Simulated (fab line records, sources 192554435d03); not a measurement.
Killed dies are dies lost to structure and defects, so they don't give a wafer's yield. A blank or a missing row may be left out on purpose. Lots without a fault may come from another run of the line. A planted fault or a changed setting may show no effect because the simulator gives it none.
Chamber matching | flow n5_finfet | N5_HKMG_FIN_NWFM_ALD_20 on ald_metal-01: 4 sister chambers
The step deposits TiAlC, target thk 2 nm, pulse time 3 s, purge time 2 s. 4 wafers are shown with their chamber, then 8 later ones without.

WAFERS WITH THEIR CHAMBER
wafer  | chamber | heater_power_w (W)
L089.1 | 3       | 481
L089.3 | 1       | 501
L089.4 | 0       | 474
L090.2 | 2       | 531

WAFERS WITHOUT THEIR CHAMBER
wafer  | heater_power_w (W)
L090.3 | 477
L090.4 | 501
L094.1 | 502
L094.5 | 482
L094.6 | 509
L096.1 | 490
L096.3 | 509
L096.5 | 492

WHICH CHAMBER EACH WENT THROUGH
wafer  | from the rows above          | in truth
L090.3 | can't be placed: 0 or 3      | 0
L090.4 | 1                            | 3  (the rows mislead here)
L094.1 | 1                            | 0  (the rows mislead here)
L094.5 | can't be placed: 3 or 0      | 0
L094.6 | 1                            | 1
L096.1 | can't be placed: 3 or 1 or 0 | 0
L096.3 | 1                            | 1
L096.5 | can't be placed: 1 or 3 or 0 | 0
Placed correctly: 2 of 8. Can't be placed from these rows: 4 (the true chamber is among the candidates in 4). Placed wrongly: 2.
How it was worked out, from the rows above alone: a wafer's distance from a chamber is the root of the sum, over the readings, of the square of ((its reading less the chamber's mean) divided by the reading's scatter). The wafer belongs to the nearest chamber; if the next one is less than 2 further off, it can't be placed. A chamber's mean is the mean of its shown wafers. The scatter: with one shown wafer a chamber, the root of the mean of the squares of how far each hidden wafer lies from its nearest shown one.
